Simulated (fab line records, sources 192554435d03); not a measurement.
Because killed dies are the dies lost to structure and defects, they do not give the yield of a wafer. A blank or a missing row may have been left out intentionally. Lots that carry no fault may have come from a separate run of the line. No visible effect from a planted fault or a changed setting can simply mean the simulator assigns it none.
Split-lot trial    flow n5-finfet    7 lots, 21 wafers read, on a route of 1938 steps

== ON THE SPLIT ==
At N5_BEOL_M2_DESCUM_33 (chemistry O2, time 7 s), the setting time-s was moved away from the recipe's 7 s on 9 of the 21 wafers read, by -15.2% to +21.8%. This setting was run at the recipe's value on the other wafers.

== FROM THE SPLIT TO THE READING: what the file shows between them, 3 steps ==
- N5_BEOL_M2_ETCH_77: etches underlayer in N2/H2, target depth 6.5 nm, time 5.2 s
- N5_BEOL_M2_ETCH_69: etches SiARC in CF4, target depth 15.6 nm, time 26 s
- N5_BEOL_M2_ALD_98: deposits SiO2, target thk 2.5 nm, pulse time 1 s, co reactant pulse time 1 s

== THE READING ==
CAR-EUV_of_BEOL_M2_COAT_22.thk-nm (the simulator's own value, which no gauge read), in nm, at N5_BEOL_M2_ETCHBACK_99 (etches SiO2 in CHF3, target depth 5 nm, time 10.4 s). The file gives no usual value for it. Across the 12 wafers here that went through the recipe, the average is 10.3 nm and the standard deviation 0.13 nm.

wafer   tool, chamber at the split  time-s as run, s  against the recipe  CAR-EUV_of_BEOL_M2_COAT_22.thk-nm, nm  against lot-mates on the recipe
L076.1  rie-diel-06, 0,2            7.872             +12.5%              10                                     -0.4
L076.3  rie-diel-06, 0,2            7.872             +12.5%              10                                     -0.4
L076.5  rie-diel-06, 2              7                 recipe              10.4                                   -
L078.4  rie-diel-05, 1              7                 recipe              10.4                                   -
L078.6  rie-diel-05, 2,3            7                 recipe              10.4                                   -
L078.5  rie-diel-05, 2,3            7                 recipe              10.6                                   -
L080.2  rie-diel-05, 1              7                 recipe              10.2                                   -
L080.6  rie-diel-05, 1              7                 recipe              10.2                                   -
L080.4  rie-diel-05, 0              5.965             -14.8%              10.8                                   +0.6
L081.4  rie-diel-05, 0,0,3          7                 recipe              10.2                                   -
L081.5  rie-diel-05, 0,0,3          7                 recipe              10.2                                   -
L081.6  rie-diel-05, 0,0,3          7                 recipe              10.2                                   -
L084.1  rie-diel-01, 1,1,0          6.175             -11.8%              10.6                                   no lot-mate on the recipe
L084.4  rie-diel-01, 1,1,0          6.175             -11.8%              10.8                                   no lot-mate on the recipe
L084.6  rie-diel-01, 1,1,0          6.175             -11.8%              10.8                                   no lot-mate on the recipe
L086.2  rie-diel-06, 0              8.526             +21.8%              9.6                                    -0.8
L086.6  rie-diel-06, 0              8.526             +21.8%              9.6                                    -0.8
L086.5  rie-diel-06, 3              7                 recipe              10.4                                   -
L092.2  rie-diel-06, 0              7                 recipe              10.2                                   -
L092.4  rie-diel-06, 0              7                 recipe              10.2                                   -
L092.3  rie-diel-06, 1              5.934             -15.2%              11                                     +0.8
The file does not say which wafer passed through which chamber wherever a row lists several chambers: such a row stands for several wafers.

THE FIT
A straight line over all 21 wafers: CAR-EUV_of_BEOL_M2_COAT_22.thk-nm changes by -0.0336 nm for each +1% of time-s; r = -0.95; the points scatter about the line by 0.12 nm.
The same after taking each lot's own level away (the mean of its wafers on the recipe; 18 wafers): -0.0391 nm for each +1%; r = -0.99; scatter 0.069 nm.
On that fit, the largest move of time-s shifts the reading by 0.85 nm.
The span of the lots' own levels, 10.20 to 10.47 nm, comes to 2.1 times the standard deviation stated above.
Thus the slope moves with the lot-to-lot level: the two fits are different.
Check: for one of the wafers moved furthest among these (+21.8%), held out of the fit, the line's prediction against its lot-mates is -0.836 nm. Against them it came out at -0.8 nm.

== THE WHOLE CHAIN: every reading that the file lists as answering this split, in the file's order ==
step                    what it does                                                 reading                                                                             change (the file's fit)                 r (the file's)
N5_BEOL_M2_DESCUM_33    chemistry O2, time 7 s                                       CAR-EUV_of_BEOL_M2_COAT_22.thk-nm (the simulator's own value, which no gauge read)  -0.0374 nm for each +1% of the setting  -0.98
N5_BEOL_M2_ETCH_77      etches underlayer in N2/H2, target depth 6.5 nm, time 5.2 s  CAR-EUV_of_BEOL_M2_COAT_22.thk-nm (the simulator's own value, which no gauge read)  -0.0414 nm for each +1% of the setting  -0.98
N5_BEOL_M2_ETCH_69      etches SiARC in CF4, target depth 15.6 nm, time 26 s         CAR-EUV_of_BEOL_M2_COAT_22.thk-nm (the simulator's own value, which no gauge read)  -0.044 nm for each +1% of the setting   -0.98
N5_BEOL_M2_ETCHBACK_99  etches SiO2 in CHF3, target depth 5 nm, time 10.4 s          CAR-EUV_of_BEOL_M2_COAT_22.thk-nm (the simulator's own value, which no gauge read)  -0.0402 nm for each +1% of the setting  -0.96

== THE FILE'S OWN FIT ==
CAR-EUV_of_BEOL_M2_COAT_22.thk-nm changes by -0.0402 nm for each +1% of time-s, r = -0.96.
